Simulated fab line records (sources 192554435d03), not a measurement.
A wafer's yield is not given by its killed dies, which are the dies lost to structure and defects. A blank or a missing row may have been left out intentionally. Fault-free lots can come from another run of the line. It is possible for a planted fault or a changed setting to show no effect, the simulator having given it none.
fab line records || flow n5_finfet
record: {"lots": 4, "wafers": 12, "last_day": 18}
route steps=1938 shown BEOL_M15@1826 PASS1_DEP@1831 MIM_BOT@1832 MIM_TOP@1834 MIM_TOP_LITHO@1839 MIM_TOP_ETCH@1851 MIM_BOT_LITHO@1854 PASSIVATION@1936
lots untouched by any fault: they come from a run of this same line in which no faults occurred
start_h: hours from the record's first day to the start of the lot's first wafer shown || wait_h: hours from the lot's prior step to this one || " same as the row above || L1.1+2: a row that stands for several wafers || - no value, or no start was given || * or withheld: withheld || < > ~ a bound
route shown NAME@n: names a module that has steps shown in the file, with the first one's number in the route || usual: mean and standard deviation over wafers with no fault || same: alike in all rows || chamber/n: place in a boat || sites: per-site readings || _std_site: standard deviation of those values || _edge_site: mean of outer sites minus mean of inner sites || radius_mm: for every site, how far away it sits from the centre of the wafer || mask NAME#n: copy n || behind: the last tool/chamber to shape the wafer || hold: the reason the lot was held/the length of the hold in hours/how it ended || device: names the non-switching transistor (n, p or np) || end of line: the tests these same wafers got at the end of their route || a step without rows: its recipe alone || killed: at the first sort, the dies lost to defects and structure; wafer yield is something else || map: dies across one wafer; x = killed, . = not, _ = none there
set.NAME: the setting as run; set.NAME@STEP: as run at that earlier step || model.NAME: the simulator's own value behind a step, which no gauge read
lots at selected steps of the route; one table per step, one row per wafer
== steps ==
step: N5_BEOL_M15_PRE_CLEAN_52
recipe: {"gas": "NH3", "time_s": 15, "temp_c": "withheld", "rf_power_w": 300}
step: N5_BEOL_M15_DEP_53
recipe: {"material": "SiCN", "target_thk_a": 500, "temp_c": "withheld", "precursor": "3MS/NH3", "pressure_torr": 3, "rf_w": 675, "time_s": 17.8}
step: N5_PASSIVATION_PECVD_00
recipe: {"material": "SiO2", "target_thk_a": 2000, "temp_c": 400, "precursor": "SiH4/N2O", "pressure_torr": 2.7, "rf_w": 608, "time_s": 11.2}
step: N5_MIM_BOT_DEGAS_01
recipe: {"ambient": "vacuum", "temp_c": 300, "time_s": 60}
step: N5_MIM_BOT_SPUTTER_00
recipe: {"material": "TiN", "target_thk_a": 350, "temp_c": 200, "power_w": 3000, "chamber_pressure_pa": 0.49996, "gas": "Ar", "reactive_partial_pa": 0.37997, "time_s": 89.7}
step: N5_MIM_TOP_ALD_00
recipe: {"material": "Al2O3", "target_thk_a": "*", "temp_c": "withheld", "ald_precursor_family": "TMA", "ald_co_reactant": "O3", "pulse_time_s": "withheld", "purge_time_s": 3, "co_reactant_purge_time_s": "withheld", "co_reactant_pulse_time_s": 3, "ald_cycles": "withheld"}
step: N5_MIM_TOP_ALD_01
recipe: {"material": "HfO2", "target_thk_a": 56, "temp_c": "withheld", "ald_precursor_family": "Hf-amide", "ald_co_reactant": "O3", "pulse_time_s": 1, "purge_time_s": 3, "co_reactant_purge_time_s": 2, "co_reactant_pulse_time_s": 3, "ald_cycles": 62}
step: N5_MIM_TOP_ALD_02
recipe: {"material": "Al2O3", "target_thk_a": "*", "temp_c": "withheld", "ald_precursor_family": "TMA", "ald_co_reactant": "O3", "pulse_time_s": "withheld", "purge_time_s": 3, "co_reactant_purge_time_s": "withheld", "co_reactant_pulse_time_s": 3, "ald_cycles": "withheld"}
step: N5_MIM_TOP_DEGAS_04
recipe: {"ambient": "vacuum", "temp_c": 300, "time_s": 60}
step: N5_MIM_TOP_SPUTTER_03
recipe: {"material": "TiN", "target_thk_a": 350, "temp_c": 200, "power_w": 3000, "chamber_pressure_pa": 0.49996, "gas": "Ar", "reactive_partial_pa": 0.37997, "time_s": 89.7}
usual: {"throttle_valve_pct": "30.2/1"}
{"lot.wafer": "L179.2", "tool": "pvd_sputter-02", "chamber": "-", "start_h": 278.27, "wait_h": 0.0, "throttle_valve_pct": 29.0}
{"lot.wafer": "L179.3", "tool": "pvd_sputter-02", "chamber": "-", "start_h": 278.27, "wait_h": 0.0, "throttle_valve_pct": 31.6}
{"lot.wafer": "L179.6", "tool": "pvd_sputter-02", "chamber": "-", "start_h": 278.27, "wait_h": 0.0, "throttle_valve_pct": 31.5}
{"lot.wafer": "L198.3", "tool": "pvd_sputter-02", "chamber": "-", "start_h": 407.80, "wait_h": 0.0, "throttle_valve_pct": 29.5}
{"lot.wafer": "L198.5", "tool": "pvd_sputter-02", "chamber": "-", "start_h": 407.80, "wait_h": 0.0, "throttle_valve_pct": 29.3}
{"lot.wafer": "L198.6", "tool": "pvd_sputter-02", "chamber": "-", "start_h": 407.80, "wait_h": 0.0, "throttle_valve_pct": 31.3}
{"lot.wafer": "L199.1", "tool": "pvd_sputter-02", "chamber": "-", "start_h": 409.80, "wait_h": 0.0, "throttle_valve_pct": 28.7}
{"lot.wafer": "L199.3", "tool": "pvd_sputter-02", "chamber": "-", "start_h": 409.80, "wait_h": 0.0, "throttle_valve_pct": 31.5}
{"lot.wafer": "L199.4", "tool": "pvd_sputter-02", "chamber": "-", "start_h": 409.80, "wait_h": 0.0, "throttle_valve_pct": 31.6}
{"lot.wafer": "L200.4", "tool": "pvd_sputter-03", "chamber": "-", "start_h": 428.87, "wait_h": 0.0, "throttle_valve_pct": 31.0}
{"lot.wafer": "L200.5", "tool": "pvd_sputter-03", "chamber": "-", "start_h": 428.87, "wait_h": 0.0, "throttle_valve_pct": 29.8}
{"lot.wafer": "L200.6", "tool": "pvd_sputter-03", "chamber": "-", "start_h": 428.87, "wait_h": 0.0, "throttle_valve_pct": 30.2}
step: N5_MIM_TOP_LITHO_HMDS_01
recipe: {"time_s": 60, "temp_c": 120}
step: N5_MIM_TOP_LITHO_COAT_02
recipe: {"spin_rpm": "*", "resist_thk_nm": "*"}
step: N5_MIM_TOP_LITHO_EBR_04
recipe: {"solvent": "PGMEA", "ebr_width_mm": 1.5}
step: N5_MIM_TOP_LITHO_SOFTBAKE_03
recipe: {"temp_c": 100, "time_s": 90}
step: N5_MIM_TOP_LITHO_EXPOSE_05
recipe: {"mask_id": "MIM_TOP", "na": 0.55, "source_shape": "conventional", "sigma_outer": 0.8, "polarization": "unpolarized", "target_cd_nm": 2000, "dose_mj": 20.5}
step: N5_MIM_TOP_LITHO_PEB_06
recipe: {"peb_temp_c": "withheld", "peb_time_s": "*"}
step: N5_MIM_TOP_LITHO_DEVELOP_07
recipe: {"develop_time_s": 60, "rinse_liquid": "diw", "dry": "air_spin", "dev_temp_c": 21}
step: N5_MIM_TOP_LITHO_HARDBAKE_09
recipe: {"temp_c": 130, "time_s": 120}
step: N5_MIM_TOP_LITHO_INSPECT_12
recipe: {"mode": "adi", "inspect_instrument": "macro"}
usual: {"raw_defect_count": "2.2/1.5"}
{"lot.wafer": "L179.2", "tool": "defect_inspect-02", "chamber": "-", "start_h": 278.72, "wait_h": 0.0, "raw_defect_count": 1}
{"lot.wafer": "L179.3", "tool": "defect_inspect-02", "chamber": "-", "start_h": 278.72, "wait_h": 0.0, "raw_defect_count": 0}
{"lot.wafer": "L179.6", "tool": "defect_inspect-02", "chamber": "-", "start_h": 278.72, "wait_h": 0.0, "raw_defect_count": 1}
{"lot.wafer": "L198.3", "tool": "defect_inspect-01", "chamber": "-", "start_h": 408.25, "wait_h": 0.0, "raw_defect_count": 5}
{"lot.wafer": "L198.5", "tool": "defect_inspect-01", "chamber": "-", "start_h": 408.25, "wait_h": 0.0, "raw_defect_count": 0}
{"lot.wafer": "L198.6", "tool": "defect_inspect-01", "chamber": "-", "start_h": 408.25, "wait_h": 0.0, "raw_defect_count": 288}
{"lot.wafer": "L199.1", "tool": "defect_inspect-01", "chamber": "-", "start_h": 410.25, "wait_h": 0.0, "raw_defect_count": 4}
{"lot.wafer": "L199.3", "tool": "defect_inspect-01", "chamber": "-", "start_h": 410.25, "wait_h": 0.0, "raw_defect_count": ">300"}
{"lot.wafer": "L199.4", "tool": "defect_inspect-01", "chamber": "-", "start_h": 410.25, "wait_h": 0.0, "raw_defect_count": 4}
{"lot.wafer": "L200.4", "tool": "defect_inspect-01", "chamber": "-", "start_h": 429.44, "wait_h": 0.0, "raw_defect_count": 2}
{"lot.wafer": "L200.5", "tool": "defect_inspect-01", "chamber": "-", "start_h": 429.44, "wait_h": 0.0, "raw_defect_count": 3}
{"lot.wafer": "L200.6", "tool": "defect_inspect-01", "chamber": "-", "start_h": 429.44, "wait_h": 0.0, "raw_defect_count": 2}
step: N5_MIM_TOP_LITHO_DESCUM_10
recipe: {"chemistry": "O2", "time_s": 7.9, "source_power_w": 50, "bias_power_w": 20, "pressure_mtorr": 20, "rf_frequency_hz": 2.712e+07, "temp_c": 40, "o2_flow_sccm": 225}
step: N5_MIM_TOP_ETCH_ETCH_00
recipe: {"chemistry": "Cl2/BCl3", "target": "TiN", "target_depth_a": 385, "ion_energy_ev": 150, "pressure_mtorr": 10, "icp_w": 1000, "bias_w": 126, "Cl2_flow_sccm": 53.25, "bcl3_flow_sccm": 21.75, "Ar_flow_sccm": 25}
step: N5_MIM_TOP_ETCH_STRIP_01
recipe: {"chemistry": "O2", "power_w": 600, "temp_c": 60, "pressure_mtorr": 30, "rf_frequency_hz": 6e+07, "bias_power_w": 0, "overash_fraction": 0.5, "o2_flow_sccm": 225}
step: N5_MIM_TOP_ETCH_PECVD_03
recipe: {"material": "SiNx", "target_thk_a": 200, "temp_c": 400, "precursor": "SiH4/NH3/N2", "pressure_torr": 1.5, "rf_w": 300, "time_s": 17.6}
step: N5_MIM_BOT_LITHO_HMDS_01
recipe: {"time_s": 60, "temp_c": 120}
step: N5_MIM_BOT_LITHO_COAT_02
recipe: {"spin_rpm": "*", "resist_thk_nm": "*"}
step: N5_MIM_BOT_LITHO_EBR_04
recipe: {"solvent": "PGMEA", "ebr_width_mm": 1.5}
step: N5_MIM_BOT_LITHO_SOFTBAKE_03
recipe: {"temp_c": 100, "time_s": 90}
step: N5_MIM_BOT_LITHO_EXPOSE_05
recipe: {"mask_id": "MIM_BOT", "na": 0.55, "source_shape": "conventional", "sigma_outer": 0.8, "polarization": "unpolarized", "dose_mj": 24.25}
step: N5_MIM_BOT_LITHO_PEB_06
recipe: {"peb_temp_c": "withheld", "peb_time_s": "*"}
step: N5_MIM_BOT_LITHO_DEVELOP_07
recipe: {"develop_time_s": 60, "rinse_liquid": "diw", "dry": "air_spin", "dev_temp_c": 21}
step: N5_MIM_BOT_LITHO_HARDBAKE_09
recipe: {"temp_c": 130, "time_s": 120}
step: N5_MIM_BOT_LITHO_INSPECT_12
recipe: {"mode": "adi", "inspect_instrument": "macro"}
usual: {"raw_defect_count": "2.1/1.5"}
{"lot.wafer": "L179.2", "tool": "defect_inspect-02", "chamber": "-", "start_h": 279.65, "wait_h": 0.0, "raw_defect_count": 3}
{"lot.wafer": "L179.3", "tool": "defect_inspect-02", "chamber": "-", "start_h": 279.65, "wait_h": 0.0, "raw_defect_count": 3}
{"lot.wafer": "L179.6", "tool": "defect_inspect-02", "chamber": "-", "start_h": 279.65, "wait_h": 0.0, "raw_defect_count": 2}
{"lot.wafer": "L198.3", "tool": "defect_inspect-02", "chamber": "-", "start_h": 409.15, "wait_h": 0.0, "raw_defect_count": 1}
{"lot.wafer": "L198.5", "tool": "defect_inspect-02", "chamber": "-", "start_h": 409.15, "wait_h": 0.0, "raw_defect_count": 0}
{"lot.wafer": "L198.6", "tool": "defect_inspect-02", "chamber": "-", "start_h": 409.15, "wait_h": 0.0, "raw_defect_count": 290}
{"lot.wafer": "L199.1", "tool": "defect_inspect-02", "chamber": "-", "start_h": 410.98, "wait_h": 0.0, "raw_defect_count": 3}
{"lot.wafer": "L199.3", "tool": "defect_inspect-02", "chamber": "-", "start_h": 410.98, "wait_h": 0.0, "raw_defect_count": ">300"}
{"lot.wafer": "L199.4", "tool": "defect_inspect-02", "chamber": "-", "start_h": 410.98, "wait_h": 0.0, "raw_defect_count": 2}
{"lot.wafer": "L200.4", "tool": "defect_inspect-02", "chamber": "-", "start_h": 430.74, "wait_h": 0.0, "raw_defect_count": 2}
{"lot.wafer": "L200.5", "tool": "defect_inspect-02", "chamber": "-", "start_h": 430.74, "wait_h": 0.0, "raw_defect_count": 0}
{"lot.wafer": "L200.6", "tool": "defect_inspect-02", "chamber": "-", "start_h": 430.74, "wait_h": 0.0, "raw_defect_count": 0}
step: N5_MIM_BOT_LITHO_DESCUM_10
recipe: {"chemistry": "O2", "time_s": 7.9, "source_power_w": 50, "bias_power_w": 20, "pressure_mtorr": 20, "rf_frequency_hz": 2.712e+07, "temp_c": 40, "o2_flow_sccm": 225}
step: N5_PASSIVATION_PROBE_49
usual: {"defect_limited_yield": "91.0/1.5", "killed_at_M0_to_M3": "37/12", "killed_at_M4_up": "13/5", "killed_at_contacts": "13/6.1", "killed_at_front_end": "39/11", "killed_at_other": "4/3.2", "killed_dies": "106/17", "killed_open": "69/12", "killed_short": "35/7.9", "sort_bin_5_function": "5.3/1", "sort_bin_6_memory": "3.3/0.68", "sort_n_pass": "1074/17", "sort_yield_pct": "91.0/1.5"}
same: {"gross_dies": 1180, "killed_at_back_side": 0, "sort_bin_4_leakage[%]": 0, "sort_bin_8_speed[%]": 0}
{"lot.wafer": "L198.6", "tool": "prober-02", "chamber": "-", "start_h": 421.30, "wait_h": 0.3, "defect_limited_yield[%]": 83.8, "killed_at_M0_to_M3": 26, "killed_at_M4_up": 11, "killed_at_contacts": 13, "killed_at_front_end": 41, "killed_at_other": 100, "killed_dies": 191, "killed_open": 56, "killed_short": 33, "sort_bin_5_function[%]": 9.7, "sort_bin_6_memory[%]": 4.9, "sort_n_pass": 989, "sort_yield_pct[%]": 83.8}
{"lot.wafer": "L199.3", "tool": "prober-02", "chamber": "-", "start_h": 426.39, "wait_h": 0.1, "defect_limited_yield[%]": 82.3, "killed_at_M0_to_M3": 18, "killed_at_M4_up": 10, "killed_at_contacts": 16, "killed_at_front_end": 53, "killed_at_other": 112, "killed_dies": 209, "killed_open": 68, "killed_short": 26, "sort_bin_5_function[%]": 11.6, "sort_bin_6_memory[%]": 4.4, "sort_n_pass": 971, "sort_yield_pct[%]": 82.3}
killed by level:class
L198.6 MIM_TOP:unspecified=100 MOL_CONTACT_COAG:geometric_particle:open=9 FIN_SAQP:geometric_particle:open=7 STI_FIN_REVEAL:geometric_particle:open=7 BEOL_M3:geometric_particle:open=6 GATE_CUT:geometric_particle:short=6 BEOL_M0_SAQP:geometric_particle:open=5 BEOL_M4:geometric_particle:open=5
L199.3 MIM_TOP:unspecified=111 STI_FIN_REVEAL:geometric_particle:open=16 FIN_SAQP:geometric_particle:open=12 MOL_CONTACT_COAG:geometric_particle:open=12 GATE_CUT:geometric_particle:short=9 FIN_SAQP:geometric_particle:short=7 BEOL_M2:geometric_particle:open=6 MOL_CONTACT_COAG:geometric_particle:short=4
map L198.6 (x killed, . not)
_________________..........x.________________
______________..x.x..........x.._____________
___________..x...............x....x__________
__________x..............x.........._________
________..........x..x................_______
_______...x...xxx..x...x.....x.......x.______
______.....x.xxxxxxx.x......xx......x..._____
_____...x.xxxxxxxxxx.....................____
____....xxxxxxxxxxxxx.x...................___
___.....xxxxxxxxxxxx.......................__
___.x.....x.xxxxxxxxxx.x...................__
__........xxxxxxxxxxx......x................_
__.......xxxxxxxxxxx.....x...x..x..........._
_..........xxxxxxxx..........................
_......x.xx..xxxx............................
_.............xxxx.....x.....................
_.........x...x.............................x
_................x......................x....
_..........x..........x...x.....xx..x.x...x.x
_...............xx........x...............x..
_....x..x.........x.x........................
__.x...............................x.xx....x_
__..x.......x.............x.....x.....x.x..._
___............................x..........x__
___.............x....................x.....__
____..................x............xx.....___
_____......x..........x.....x........x...____
______...xx.x....x.x...................._____
_______.....x.....x....................______
________.......x.................x.x.._______
__________.......x....x......x......_________
___________..x..........x.....x....__________
______________.........x..x....._____________
_________________x.....x.....________________
map L199.3 (x killed, . not)
_________________............________________
______________x....x...x......x._____________
___________..x..x.................x__________
__________..x.x.x.x.....x....x......_________
________.x..x...xx.......xx..........._______
_______x...xx.x..xx..........x.........______
______....xx..x.xxxxx.x........x........_____
_____....xxxxxxxxxx.xxx..................____
____.x..xx.xxxxxxxxxxx.x....x....x........___
___....x.xxxxxxxxxxxx.x....................__
___......xxxxxxxxxxxx..........x...........__
__x.......x.xxxxxxxxx.x....................._
__.......xxxxxxxxxxx...xx..................._
_.......xxxxxxxxx.x..x.......................
_..x......x..xxxxx...xxx.....................
_.x....x..x....x.x..x............x...........
_............x.x..x...........x..x.......x...
_............................x.x.............
_.....x....x..x........................x....x
_.............x........x....x........x......x
_.......x.............x.....x..x.x...........
__......x.xx....x..........................._
__....x.................x...........x......._
___..............x...x...x........x........__
___...........................x.x...x...x..__
____...x...................x....x.........___
_____..........................x.........____
______x.................x...........x..._____
_______............x...x...x......xx...______
________...................x.....x...._______
__________.....x..x...x...x........._________
___________...xx.x.x..x............__________
______________..x..............._____________
_________________x...........________________
== key ==
first_sign: {"step": "N5_MIM_TOP_LITHO_INSPECT_12", "reading": "raw_defect_count", "direction": "up", "sigmas": "99+", "usual": 2.2, "struck": ">294"}
effect: {"step": "N5_MIM_BOT_LITHO_INSPECT_12", "reading": "raw_defect_count", "direction": "up", "sigmas": "99+", "usual": 2.1, "struck": ">295"}
effect: {"step": "N5_PASSIVATION_PROBE_49", "reading": "killed_at_other", "direction": "up", "sigmas": 32, "usual": 4, "struck": 106}
more_kills_born_at: {"N5_MIM_TOP_SPUTTER_03@pvd_sputter-02": 211}
met_at N5_MIM_TOP_SPUTTER_03
struck_wafers L198.6,L199.3
onset_between 278.27 407.80
fault: {"kind": "chamber_particle_source", "tool": "pvd_sputter-02", "chamber": "-", "onset_h": 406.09, "steps": "N5_MIM_TOP_SPUTTER_03", "rate_per_visit_cm2": 0.45872, "end_h": 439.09, "scope": "struck_wafers_only"}
